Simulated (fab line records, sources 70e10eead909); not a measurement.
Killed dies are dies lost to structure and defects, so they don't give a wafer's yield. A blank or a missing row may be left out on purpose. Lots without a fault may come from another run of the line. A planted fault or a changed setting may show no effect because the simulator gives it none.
One fault seen from 2 desks | flow nand_harc | each desk has only its own numbers; what lay behind them comes last

THE DEFECT DESK
What the inspections along the route counted, lot by lot: means of the sampled wafers that have a number. A lot is out of limits, marked OUT, if its mean lies more than 4 standard deviations from the usual mean; the brackets give that distance.
Columns: A = raw_defect_count at NHARC_A_DECK1_JOINT_INSPECT_05, usual 290
lot  | first seen here | A
L400 | day 12 20:14    | 241
L401 | day 13 18:57    | 253
L413 | day 18 18:28    | 256
L417 | day 19 14:39    | 369
L415 | day 19 14:40    | 315
L416 | day 19 14:49    | 414
This desk's finding: nothing out of limits on any of the 6 lots.

THE METROLOGY DESK
What the gauges read, lot by lot, whatever tool the lot ran on: means of the sampled wafers that have a number. A lot is out of limits, marked OUT, if its mean lies more than 4 standard deviations from the usual mean; the brackets give that distance.
Columns: A = thk_nm at NHARC_A_DECK1_JOINT_THK_MEAS_17, usual 44.9 nm; B = thk_nm at NHARC_A_ONON_D2_THK_MEAS_02, usual 1004 nm; C = thk_nm at NHARC_A_ONON_D2_THK_MEAS_05, usual 999 nm; D = thk_nm at NHARC_A_ONON_D2_THK_MEAS_08, usual 999 nm; E = thk_nm at NHARC_A_ONON_D2_THK_MEAS_11, usual 1000 nm; F = thk_nm at NHARC_A_ONON_D2_THK_MEAS_14, usual 1001 nm
lot  | first seen here | A    | B    | C    | D    | E    | F
L400 | day 12 20:11    | 44.2 | 1013 | 1012 | 1008 | 1008 | 994
L401 | day 13 18:55    | 44.2 | 997  | 995  | 1005 | 1015 | 1003
L413 | day 18 18:26    | 45.6 | 1009 | 1008 | 1012 | 1013 | 682 (-27) OUT
L417 | day 19 14:37    | 45.6 | 998  | 1014 | 1005 | 992  | 1017
L415 | day 19 14:38    | 45.0 | 1002 | 985  | 999  | 999  | 689 (-26) OUT
L416 | day 19 14:47    | 44.1 | 1011 | 987  | 989  | 1005 | 999
This desk's finding: out of limits on L413, L415; first on L413, day 18 21:19 (thk_nm at NHARC_A_ONON_D2_THK_MEAS_14). In limits: L400, L401, L417, L416.

PUT TOGETHER
The metrology desk could have raised an alarm at day 18 21:19, on L413, L415.
The defect desk saw nothing out of limits.
The defect desk has L413, L415 on record, within its limits.
Of the lots named, all ran NHARC_A_ONON_D2_DEP_12 on pecvd_onon-01.

WHAT THE SIMULATOR HAD PUT IN
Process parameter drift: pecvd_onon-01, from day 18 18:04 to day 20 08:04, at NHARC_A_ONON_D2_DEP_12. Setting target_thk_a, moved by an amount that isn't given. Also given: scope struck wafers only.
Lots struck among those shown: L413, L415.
Hours from the fault's start to each desk's first reading out of limits: the metrology desk, 3.
